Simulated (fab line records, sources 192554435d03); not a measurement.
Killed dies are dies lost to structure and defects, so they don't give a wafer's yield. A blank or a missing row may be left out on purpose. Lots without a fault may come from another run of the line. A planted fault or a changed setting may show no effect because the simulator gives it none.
fab line records | flow n5_finfet | part 1 of 2: steps 1 to 20 of 30
record lots=5 wafers=15 last_day=16
route steps=1938 shown BEOL_M4@1065
lots that met no fault: from a run of the same line without faults
start_h: hours from the record's first day to the start of the lot's first wafer shown | wait_h: hours since the lot's step before | " the same as in the row above | L1.1+2: a row that stands for several wafers | - no value, or no start given | * or withheld: withheld | < > ~ a bound
route shown NAME@n: a module of which the file shows steps, and the number in the route of the first | usual: mean/standard deviation of fault-free wafers | same: alike in all rows | chamber/n: place in a boat | sites: the reading at each site | _std_site: their standard deviation | _edge_site: outer sites' mean less inner sites' | radius_mm: how far each site lies from the wafer's centre | mask NAME#n: copy n | behind: the tool/chamber that last shaped the wafer | hold: why the lot was held/for how many hours/how that ended | device: the transistor (n, p or np) that didn't switch | end of line: the same wafers' tests at the end of the route | a step without rows: its recipe alone | killed: dies lost to structure and defects at the first sort, not the wafer's yield | map: a wafer's dies, x killed, . not, _ none there
set.NAME: the setting as run; set.NAME@STEP: as run at that earlier step | model.NAME: the simulator's own value behind a step, which no gauge read
lots at some steps of the route; a table a step, a row a wafer
services: from which hour (start_h, from the record's first day; less than 0 if before it) a tool's chamber was out of use, for how many hours, and why
## steps
# step N5_BEOL_M4_STRIP_71
# recipe chemistry=N2/H2 temp_c=40 n2_flow_sccm=200 h2_flow_sccm=200 rf_frequency_hz=6e+07
# columns lot.wafer tool chamber start_h wait_h
L078.2+3+5 rie_diel-04 3,0,3 183.61 0.0
L080.1+3+6 rie_diel-04 3,1,1 188.16 0.0
L083.1+2+5 rie_diel-03 2,1,3 217.67 0.0
L090.1+3+5 rie_diel-06 2,0,3 269.63 0.0
L095.1+3+4 rie_diel-03 1,0,3 294.26 0.0
# step N5_BEOL_M4_STRIP_78
# recipe chemistry=N2/H2 temp_c=40 n2_flow_sccm=200 h2_flow_sccm=200 rf_frequency_hz=6e+07
# columns lot.wafer tool chamber start_h wait_h
L078.2+3+5 rie_diel-04 3,0,3 183.62 0.0
L080.1+3+6 rie_diel-04 3,1,1 188.17 0.0
L083.1+2+5 rie_diel-03 2,1,3 217.68 0.0
L090.1+3+5 rie_diel-06 2,0,3 269.64 0.0
L095.1+3+4 rie_diel-03 1,0,3 294.27 0.0
# step N5_BEOL_M4_VIA_ETCH_34
# recipe chemistry=C4F6/O2 target_depth_a=694 mask_material=SOC pressure_mtorr=15 ion_energy_ev=250 taper_deg=4 time_s=65.9 source_w=350 bias_w=170 Ar_flow_sccm=300 C4F6_flow_sccm=10 O2_flow_sccm=10
# usual C4F6_flow_sccm=10.00/0.032 drypump_motor_current_A=6.0/0.37 mfc_ar_sccm=300.1/0.9 oes_f_703_au=0.80/0.096 oes_o_777_au=0.81/0.098 oes_product_au=0.80/0.097 rf_fwd_power_W=346.7/1.5 rf_vpp_V=662/22 showerhead_plenum_p_Torr=2.87/0.078 throttle_valve_pct=30.9/0.34
# same time_s=65.9
# columns lot.wafer tool chamber start_h wait_h C4F6_flow_sccm drypump_motor_current_A mfc_ar_sccm oes_f_703_au oes_o_777_au oes_product_au rf_fwd_power_W rf_hours_counter_h rf_vpp_V showerhead_plenum_p_Torr throttle_valve_pct
L078.2 rie_diel-04 3 183.63 0.0 9.98 6.3 300.2 0.72 0.73 0.70 346.2 223 665 2.89 30.2
L078.3 " 0 " " 10.02 6.0 299.1 0.70 0.70 0.71 345.5 192 641 2.70 30.5
L078.5 " 3 " " 9.99 6.3 299.9 0.72 0.73 0.70 346.4 - 666 2.89 30.2
L080.1 rie_diel-04 3 188.18 0.0 9.99 6.3 301.1 0.72 0.73 0.71 346.4 225 667 2.88 30.2
L080.3 " 1 " " 9.98 6.6 298.3 0.70 0.70 0.72 345.6 202 701 2.89 30.4
L080.6 " 1 " " 10.02 6.6 299.6 0.70 0.71 0.72 345.2 - 700 2.89 30.4
L083.1 rie_diel-03 2 217.69 0.0 9.98 5.8 300.0 0.88 0.91 0.90 344.6 26 679 2.93 31.3
L083.2 " 1 " " 10.01 5.5 300.2 0.67 0.68 0.69 343.9 200 678 2.93 30.7
L083.5 " 3 " " 9.96 5.9 300.4 0.73 0.73 0.71 345.6 - 645 2.82 31.0
L090.1 rie_diel-06 2 269.65 0.0 9.95 5.9 300.5 0.92 0.95 0.91 345.1 22 637 2.79 30.7
L090.3 " 0 " " 9.98 6.1 301.1 0.85 0.84 0.84 347.8 61 633 3.01 31.0
L090.5 " 3 " " 9.98 5.5 300.4 0.77 0.76 0.71 349.4 - 656 2.81 31.0
L095.1 rie_diel-03 1 294.28 0.0 9.99 5.6 300.4 0.66 0.66 0.67 343.7 227 678 2.92 30.7
L095.3 " 0 " " 9.99 6.5 300.9 0.77 0.77 0.82 347.8 73 697 2.88 31.3
L095.4 " 3 " " 10.04 5.8 299.7 0.72 0.71 0.69 347.4 229 642 2.81 31.1
# step N5_BEOL_M4_STRIP_83
# recipe chemistry=C4F6/O2 resist=SiARC rf_frequency_hz=6e+07
# columns lot.wafer tool chamber start_h wait_h
L078.2+3+5 rie_diel-04 3,0,3 183.68 0.0
L080.1+3+6 rie_diel-04 3,1,1 188.24 0.0
L083.1+2+5 rie_diel-03 2,1,3 217.74 0.0
L090.1+3+5 rie_diel-06 2,0,3 269.70 0.0
L095.1+3+4 rie_diel-03 1,0,3 294.33 0.0
# step N5_BEOL_M4_STRIP_36
# recipe chemistry=N2/H2 power_w=450 temp_c=40 pressure_mtorr=20 rf_frequency_hz=6e+07 overash_fraction=0.3 bias_power_w=7 h2_frac=0.5 n2_flow_sccm=200 h2_flow_sccm=200
# usual drypump_motor_current_A=6.0/0.38 h2_flow_sccm=199.9/0.58 oes_product_au=0.80/0.095 rf_vpp_V=59.3/1.4 showerhead_plenum_p_Torr=2.57/0.068 throttle_valve_pct=23.8/0.36
# columns lot.wafer tool chamber start_h wait_h drypump_motor_current_A h2_flow_sccm oes_product_au rf_hours_counter_h rf_vpp_V showerhead_plenum_p_Torr throttle_valve_pct
L078.2 rie_diel-04 3 183.69 0.0 6.3 200.3 0.71 223 58.8 2.62 23.4
L078.3 " 0 " " 6.0 200.0 0.72 192 59.1 2.42 23.6
L078.5 " 3 " " 6.3 200.5 0.70 - 57.8 2.62 23.4
L080.1 rie_diel-04 3 188.25 0.0 6.3 199.8 0.70 225 58.8 2.62 23.4
L080.3 " 1 " " 6.6 200.6 0.73 202 59.5 2.64 23.8
L080.6 " 1 " " 6.6 199.9 0.73 - 59.5 2.64 23.8
L083.1 rie_diel-03 2 217.75 0.0 5.8 200.1 0.90 26 58.4 2.59 23.9
L083.2 " 1 " " 5.5 199.9 0.71 200 59.1 2.61 23.6
L083.5 " 3 " " 5.9 200.6 0.72 - 59.9 2.54 24.2
L090.1 rie_diel-06 2 269.71 0.0 5.9 200.2 0.91 22 58.5 2.48 23.5
L090.3 " 0 " " 6.1 199.7 0.83 61 57.6 2.68 23.7
L090.5 " 3 " " 5.6 200.1 0.69 - 57.4 2.53 24.2
L095.1 rie_diel-03 1 294.34 0.0 5.5 200.4 0.69 227 59.3 2.60 23.7
L095.3 " 0 " " 6.5 199.3 0.84 73 58.5 2.59 24.5
L095.4 " 3 " " 5.9 199.4 0.71 229 59.5 2.53 24.2
# step N5_BEOL_M4_TRENCH_ETCH_37
# recipe chemistry=C4F6/O2 target_depth_a=555.55 target=SiOC time_s=29.2 ion_energy_ev=250 pressure_mtorr=30 source_w=355 bias_w=185 Ar_flow_sccm=300 C4F6_flow_sccm=10 O2_flow_sccm=10
# usual C4F6_flow_sccm=9.996/0.029 drypump_motor_current_A=6.0/0.38 mfc_ar_sccm=299.9/0.92 oes_f_703_au=0.80/0.097 oes_o_777_au=0.81/0.099 oes_product_au=0.80/0.097 rf_fwd_power_W=349.4/1.7 rf_vpp_V=662/22 showerhead_plenum_p_Torr=2.87/0.078 throttle_valve_pct=20.88/0.23
# same time_s=29.2
# columns lot.wafer tool chamber start_h wait_h C4F6_flow_sccm drypump_motor_current_A mfc_ar_sccm oes_f_703_au oes_o_777_au oes_product_au rf_fwd_power_W rf_hours_counter_h rf_vpp_V showerhead_plenum_p_Torr throttle_valve_pct
L078.2 rie_diel-04 3 - - 9.992 6.3 301.2 0.72 0.73 0.71 348.9 223 667 2.89 20.52
L078.3 " 0 " " 9.947 6.0 298.6 0.69 0.70 0.72 347.8 192 642 2.70 20.59
L078.5 " 3 " " 9.960 6.3 301.2 0.71 0.73 0.71 349.0 - 665 2.89 20.53
L080.1 rie_diel-04 3 - - 9.975 6.3 300.2 0.71 0.73 0.70 347.9 225 666 2.89 20.53
L080.3 " 1 " " 9.918 6.6 300.8 0.70 0.70 0.72 348.2 202 701 2.89 20.71
L080.6 " 1 " " 10.014 6.6 299.9 0.69 0.71 0.73 348.1 - 702 2.90 20.69
L083.1 rie_diel-03 2 - - 10.000 5.8 299.4 0.89 0.91 0.89 347.1 26 681 2.93 21.10
L083.2 " 1 " " 10.014 5.5 299.4 0.66 0.68 0.68 347.2 201 681 2.93 20.69
L083.5 " 3 " " 9.994 5.9 301.2 0.74 0.73 0.72 349.7 - 644 2.82 21.12
L090.1 rie_diel-06 2 - - 10.041 6.0 299.7 0.93 0.95 0.90 350.6 22 636 2.79 20.70
L090.3 " 0 " " 10.042 6.1 299.4 0.85 0.83 0.83 351.1 61 633 3.01 21.06
L090.5 " 3 " " 9.993 5.5 301.7 0.76 0.76 0.71 348.9 - 656 2.82 20.98
L095.1 rie_diel-03 1 - - 9.994 5.5 298.5 0.65 0.66 0.68 347.1 227 680 2.92 20.74
L095.3 " 0 " " 9.982 6.5 299.2 0.77 0.77 0.83 351.2 73 698 2.89 21.18
L095.4 " 3 " " 10.009 5.9 301.5 0.72 0.71 0.70 350.0 229 642 2.81 21.14
# step N5_BEOL_M4_ETCH_41
# recipe chemistry=CH3F/O2 target=SiCN target_depth_a=299 taper_deg=2 time_s=52.5 ion_energy_ev=120 mask_material=TiN pressure_mtorr=30 source_w=395 bias_w=75 Ar_flow_sccm=150 CH3F_flow_sccm=30 O2_flow_sccm=20
# usual drypump_motor_current_A=6.0/0.37 mfc_ar_sccm=150.0/0.44 oes_product_au=0.80/0.096 rf_fwd_power_W=390.5/1.6 rf_vpp_V=297.7/1.4 showerhead_plenum_p_Torr=2.02/0.058 throttle_valve_pct=16.34/0.2
# same time_s=52.5
# columns lot.wafer tool chamber start_h wait_h drypump_motor_current_A mfc_ar_sccm oes_product_au rf_fwd_power_W rf_hours_counter_h rf_vpp_V showerhead_plenum_p_Torr throttle_valve_pct
L078.2 rie_diel-04 3 - - 6.3 150.2 0.71 392.8 223 299.1 2.04 16.11
L078.3 " 0 " " 6.0 150.7 0.72 390.0 192 295.1 1.89 16.09
L078.5 " 3 " " 6.3 149.9 0.71 391.3 - 298.2 2.04 16.13
L080.1 rie_diel-04 3 - - 6.3 149.6 0.70 386.9 225 296.5 2.04 16.13
L080.3 " 1 " " 6.6 150.4 0.72 388.8 202 299.5 2.04 16.30
L080.6 " 1 " " 6.6 150.6 0.72 387.3 - 299.5 2.04 16.33
L083.1 rie_diel-03 2 - - 5.8 150.0 0.89 390.4 26 297.7 2.06 16.44
L083.2 " 1 " " 5.5 150.9 0.69 389.4 201 298.7 2.07 16.21
L083.5 " 3 " " 5.8 149.8 0.71 390.9 - 295.9 1.98 16.59
L090.1 rie_diel-06 2 - - 5.9 149.7 0.90 390.7 22 296.7 1.96 16.16
L090.3 " 0 " " 6.1 149.9 0.83 391.6 61 300.0 2.12 16.43
L090.5 " 3 " " 5.5 150.4 0.72 392.0 - 297.7 1.98 16.45
L095.1 rie_diel-03 1 - - 5.5 149.8 0.67 388.1 227 298.2 2.06 16.25
L095.3 " 0 " " 6.5 149.3 0.83 392.9 73 298.3 2.03 16.54
L095.4 " 3 " " 5.9 149.9 0.70 391.7 229 297.8 1.97 16.63
# step N5_BEOL_M4_STRIP_97
# recipe chemistry=N2/H2 time_s=10 power_w=450 temp_c=40 pressure_mtorr=20 rf_frequency_hz=6e+07 bias_power_w=7 n2_flow_sccm=200 h2_flow_sccm=200
# usual drypump_motor_current_A=6.0/0.38 h2_flow_sccm=200.1/0.59 oes_product_au=0.80/0.096 rf_vpp_V=59.3/0.76 showerhead_plenum_p_Torr=2.57/0.068 throttle_valve_pct=23.8/0.36
# same time_s=10
# columns lot.wafer tool chamber start_h wait_h drypump_motor_current_A h2_flow_sccm oes_product_au rf_hours_counter_h rf_vpp_V showerhead_plenum_p_Torr throttle_valve_pct
L078.2 rie_diel-04 3 - - 6.3 200.0 0.70 223 59.5 2.62 23.4
L078.3 " 0 " " 6.0 199.9 0.71 192 58.4 2.42 23.6
L078.5 " 3 " " 6.3 200.6 0.70 - 59.8 2.62 23.4
L080.1 rie_diel-04 3 - - 6.3 200.4 0.70 225 59.4 2.62 23.4
L080.3 " 1 " " 6.6 200.0 0.74 202 59.9 2.64 23.8
L080.6 " 1 " " 6.6 200.5 0.73 - 57.9 2.64 23.8
L083.1 rie_diel-03 2 - - 5.8 199.6 0.90 26 59.2 2.59 23.9
L083.2 " 1 " " 5.6 200.1 0.69 201 58.5 2.61 23.6
L083.5 " 3 " " 5.9 200.1 0.72 - 60.1 2.54 24.2
L090.1 rie_diel-06 2 - - 5.9 200.2 0.91 22 59.3 2.48 23.5
L090.3 " 0 " " 6.1 200.0 0.83 61 58.8 2.68 23.7
L090.5 " 3 " " 5.5 200.0 0.71 - 59.5 2.53 24.3
L095.1 rie_diel-03 1 - - 5.5 200.4 0.69 227 59.5 2.60 23.6
L095.3 " 0 " " 6.5 199.9 0.85 73 59.5 2.59 24.4
L095.4 " 3 " " 5.9 200.0 0.71 229 60.0 2.53 24.2
# step N5_BEOL_M4_OCD_MEAS_38
# usual trench_depth_nm=55.0/0.81
# columns lot.wafer tool chamber start_h wait_h trench_depth_nm
L078.2 ocd-01 - 183.89 - 56.1
L078.3 " - " " 54.6
L078.5 " - " " 54.9
L080.1 ocd-02 - 188.44 - 54.8
L080.3 " - " " 53.8
L080.6 " - " " 53.8
L083.1 ocd-01 - 217.94 - 54.7
L083.2 " - " " 54.0
L083.5 " - " " 55.4
L090.1 ocd-02 - 269.91 - 54.5
L090.3 " - " " 55.0
L090.5 " - " " 54.8
L095.1 ocd-02 - 294.55 - 54.4
L095.3 " - " " 55.8
L095.4 " - " " 56.4
# step N5_BEOL_M4_HM_STRIP_39
# recipe chemistry=peroxide_tin_strip material=TiN target_depth_a=250 temp_c=50 time_s=158
# same time_s=158
# columns lot.wafer tool chamber start_h wait_h
L078.2+3+5 wet_bench-01 6,7,1 183.92 0.0
L080.1+3+6 wet_bench-06 6,7,0 188.47 0.0
L083.1+2+5 wet_bench-06 7,3,2 217.97 0.0
L090.1+3+5 wet_bench-01 4,6,7 269.94 0.0
L095.1+3+4 wet_bench-03 6,5,4 294.58 0.0
# step N5_BEOL_M4_SRD_40
# recipe time_s=30 temp_c=23 rinse_liquid=diw dry=ipa_marangoni
# same time_s=30
# columns lot.wafer tool chamber start_h wait_h
L078.2+3+5 wet_bench-01 6,7,1 183.97 0.0
L080.1+3+6 wet_bench-06 6,7,0 188.52 0.0
L083.1+2+5 wet_bench-06 7,3,2 218.02 0.0
L090.1+3+5 wet_bench-01 4,6,7 269.99 0.0
L095.1+3+4 wet_bench-03 6,5,4 294.63 0.0
# step N5_BEOL_M4_PRECLEAN_42
# recipe chemistry=residue_remover time_s=60 temp_c=40
# same time_s=60
# columns lot.wafer tool chamber start_h wait_h
L078.2+3+5 wet_bench-01 6,7,1 183.99 0.0
L080.1+3+6 wet_bench-06 6,7,0 188.53 0.0
L083.1+2+5 wet_bench-06 7,3,2 218.04 0.0
L090.1+3+5 wet_bench-01 4,6,7 270.00 0.0
L095.1+3+4 wet_bench-03 6,5,4 294.64 0.0
# step N5_BEOL_M4_SRD_43
# recipe time_s=30 temp_c=23 rinse_liquid=diw dry=ipa_marangoni
# same time_s=30
# columns lot.wafer tool chamber start_h wait_h
L078.2+3+5 wet_bench-01 6,7,1 184.00 0.0
L080.1+3+6 wet_bench-06 6,7,0 188.55 0.0
L083.1+2+5 wet_bench-06 7,3,2 218.05 0.0
L090.1+3+5 wet_bench-01 4,6,7 270.02 0.0
L095.1+3+4 wet_bench-03 6,5,4 294.66 0.0
# step N5_BEOL_M4_CD_MEAS_35
# recipe target_cd_nm=18 target_cd_y_nm=22.4 polarity=opening
# usual cd_nm=18.1/0.47
# columns lot.wafer tool chamber start_h wait_h cd_nm
L078.2 cd_sem-02 - 184.04 0.0 18.2
L078.3 " - " " 18.0
L078.5 " - " " 18.3
L080.1 cd_sem-03 - 188.59 0.0 18.6
L080.3 " - " " 18.3
L080.6 " - " " 18.4
L083.1 cd_sem-02 - 218.09 0.0 18.1
L083.2 " - " " 18.5
L083.5 " - " " 18.5
L090.1 cd_sem-01 - 270.06 0.0 18.2
L090.3 " - " " 17.5
L090.5 " - " " 18.0
L095.1 cd_sem-03 - 294.70 0.0 17.5
L095.3 " - " " 18.3
L095.4 " - " " 17.7
# step N5_BEOL_M4_DEGAS_44
# recipe ambient=vacuum temp_c=250 time_s=60
# usual heater_power_w=326/35
# same time_s=60
# columns lot.wafer tool chamber start_h wait_h heater_power_w
L078.2 pvd_sputter-01 - 184.44 0.4 302
L078.3 " - " " 276
L078.5 " - " " 333
L080.1 pvd_sputter-01 - 188.89 0.3 339
L080.3 " - " " 303
L080.6 " - " " 336
L083.1 pvd_sputter-03 - 218.29 0.2 283
L083.2 " - " " 303
L083.5 " - " " 323
L090.1 pvd_sputter-02 - 270.10 0.0 345
L090.3 " - " " 349
L090.5 " - " " 309
L095.1 pvd_sputter-03 - 294.98 0.3 285
L095.3 " - " " 321
L095.4 " - " " 326
# step N5_BEOL_M4_PRE_CLEAN_45
# recipe gas=H2/He time_s=30 temp_c=250
# usual heater_power_w=326/35
# same time_s=30
# columns lot.wafer tool chamber start_h wait_h heater_power_w
L078.2 pvd_sputter-01 - 184.48 0.0 304
L078.3 " - " " 278
L078.5 " - " " 325
L080.1 pvd_sputter-01 - 188.94 0.0 337
L080.3 " - " " 307
L080.6 " - " " 328
L083.1 pvd_sputter-03 - 218.33 0.0 285
L083.2 " - " " 301
L083.5 " - " " 331
L090.1 pvd_sputter-02 - 270.14 0.0 341
L090.3 " - " " 345
L090.5 " - " " 302
L095.1 pvd_sputter-03 - 295.02 0.0 280
L095.3 " - " " 324
L095.4 " - " " 318
# step N5_BEOL_M4_ALD_84
# recipe material=TaN target_thk_a=* temp_c=275 ald_precursor_family=PDMAT ald_co_reactant=NH3 pressure_torr=3 carrier_flow_sccm=1500 pulse_time_s=2 purge_time_s=3 co_reactant_purge_time_s=2 co_reactant_pulse_time_s=3 ald_cycles=30 precursor_vessel_temp_c=75 precursor_vessel_pressure_torr=26.25 precursor_vessel_carrier_sccm=1000
# usual heater_power_w=407/35 precursor_vessel_carrier_sccm=1001/3
# columns lot.wafer tool chamber start_h wait_h heater_power_w precursor_vessel_carrier_sccm
L078.2 ald_metal-02 2 184.65 0.1 423 1005
L078.3 " 0 " " 384 993
L078.5 " 0 " " 390 994
L080.1 ald_metal-02 2 189.00 0.0 430 1002
L080.3 " 1 " " 353 1004
L080.6 " 2 " " 437 999
L083.1 ald_metal-04 2 218.39 0.0 454 1000
L083.2 " 0 " " 375 999
L083.5 " 3 " " 367 1004
L090.1 ald_metal-01 0 270.20 0.0 471 1000
L090.3 " 3 " " 407 999
L090.5 " 2 " " 440 999
L095.1 ald_metal-02 0 295.08 0.0 377 998
L095.3 " 3 " " 390 998
L095.4 " 1 " " 357 1003
# step N5_BEOL_M4_SURFACE_TREAT_85
# recipe gas=Ar time_s=* ion_energy_ev=* ion_current_ma_cm2=0.5 pressure_mtorr=* ar_flow_sccm=30
# usual throttle_valve_pct=*
# same time_s=*
# columns lot.wafer tool chamber start_h wait_h throttle_valve_pct
L078.2 pvd_sputter-02 - 184.98 0.2 *
L078.3 " - " " *
L078.5 " - " " *
L080.1 pvd_sputter-03 - 189.48 0.4 *
L080.3 " - " " *
L080.6 " - " " *
L083.1 pvd_sputter-01 - 218.65 0.2 *
L083.2 " - " " *
L083.5 " - " " *
L090.1 pvd_sputter-01 - 270.43 0.1 *
L090.3 " - " " *
L090.5 " - " " *
L095.1 pvd_sputter-01 - 295.31 0.1 *
L095.3 " - " " *
L095.4 " - " " *
# step N5_BEOL_M4_CVD_47
# recipe material=Co target_thk_a=30 temp_c=withheld precursor=CCTBA/H2 pressure_torr=30 time_s=223.8
# same time_s=223.8
# columns lot.wafer tool chamber start_h wait_h
L078.2+3+5 cvd_co-01 2,1,0 185.08 0.1
L080.1+3+6 cvd_co-01 2,0,0 189.57 0.1
L083.1+2+5 cvd_co-01 0,1,1 218.82 0.2
L090.1+3+5 cvd_co-01 0,1,0 270.51 0.1
L095.1+3+4 cvd_co-02 0,2,1 295.37 0.0
# step N5_BEOL_M4_SPUTTER_48
# recipe material=Cu target_thk_a=45 temp_c=-20 chamber_pressure_pa=0.07 power_w=withheld time_s=8.29
# usual throttle_valve_pct=30.0/0.94
# same time_s=8.29
# columns lot.wafer tool chamber start_h wait_h throttle_valve_pct
L078.2 pvd_sputter-01 - 185.39 0.2 27.5
L078.3 " - " " 30.5
L078.5 " - " " 29.9
L080.1 pvd_sputter-03 - 190.00 0.4 31.4
L080.3 " - " " 28.5
L080.6 " - " " 28.6
L083.1 pvd_sputter-03 - 219.05 0.2 31.4
L083.2 " - " " 29.6
L083.5 " - " " 28.5
L090.1 pvd_sputter-03 - 270.67 0.1 30.3
L090.3 " - " " 29.4
L090.5 " - " " 28.4
L095.1 pvd_sputter-01 - 295.53 0.1 29.9
L095.3 " - " " 30.2
L095.4 " - " " 27.5
